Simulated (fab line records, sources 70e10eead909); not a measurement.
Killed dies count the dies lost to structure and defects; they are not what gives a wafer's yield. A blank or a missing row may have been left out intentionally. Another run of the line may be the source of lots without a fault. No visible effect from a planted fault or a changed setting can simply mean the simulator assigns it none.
Matching of chambers + flow nand-harc + rie-diel-13 running NHARC_P_BONDPAD_STRIP_15: 4 sister chambers
The step strips in O2. 8 wafers are shown with their chamber, then 8 later ones without.

## WAFERS PAIRED WITH THEIR CHAMBERS
| wafer  | chamber | oes-product-au (a.u.) | rf-vpp-V (V) |
|--------|---------|-----------------------|--------------|
| L318.6 | 2       | 1.023                 | 58.4         |
| L320.3 | 0       | 1.011                 | 56.7         |
| L320.4 | 2       | 1.008                 | 57.8         |
| L322.4 | 0       | 0.990                 | 56.2         |
| L322.5 | 1       | 1.014                 | 56.3         |
| L323.1 | 3       | 0.999                 | 59.0         |
| L323.3 | 1       | 1.014                 | 57.5         |
| L323.5 | 3       | 0.998                 | 57.6         |

## WAFERS MISSING THEIR CHAMBER
| wafer  | oes-product-au (a.u.) | rf-vpp-V (V) |
|--------|-----------------------|--------------|
| L330.1 | 1.000                 | 57.9         |
| L330.5 | 1.003                 | 58.2         |
| L336.1 | 0.998                 | 56.9         |
| L336.4 | 0.987                 | 57.4         |
| L336.6 | 0.995                 | 58.6         |
| L335.3 | 1.006                 | 59.7         |
| L335.5 | 1.005                 | 58.9         |
| L335.6 | 1.006                 | 58.3         |

## THE CHAMBER EACH PASSED THROUGH
| wafer  | from the rows above               | in truth |
|--------|-----------------------------------|----------|
| L330.1 | can't be placed: 3 or 2 or 0 or 1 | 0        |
| L330.5 | can't be placed: 3 or 2 or 1 or 0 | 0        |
| L336.1 | can't be placed: 0 or 1 or 3 or 2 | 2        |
| L336.4 | can't be placed: 3 or 0 or 1 or 2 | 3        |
| L336.6 | can't be placed: 3 or 2           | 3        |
| L335.3 | can't be placed: 3 or 2 or 1      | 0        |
| L335.5 | can't be placed: 3 or 2 or 1      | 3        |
| L335.6 | can't be placed: 3 or 2 or 1 or 0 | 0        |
0 of 8 placed correctly. Can't be placed from these rows: 8 (the true chamber is among the candidates in 7). 0 placed wrongly.
How it was worked out, from the rows above alone: a wafer's distance from a chamber is the root of the sum, over the readings, of the square of ((its reading less the chamber's mean) divided by the reading's scatter). If the next closest chamber is less than 2 further off than the closest, the wafer can't be placed; otherwise it belongs to the closest. Each chamber's mean is taken over the wafers shown for it. The scatter: the root of (the sum of the squares of (reading less its chamber's mean) over the shown wafers, divided by (wafers less chambers)).
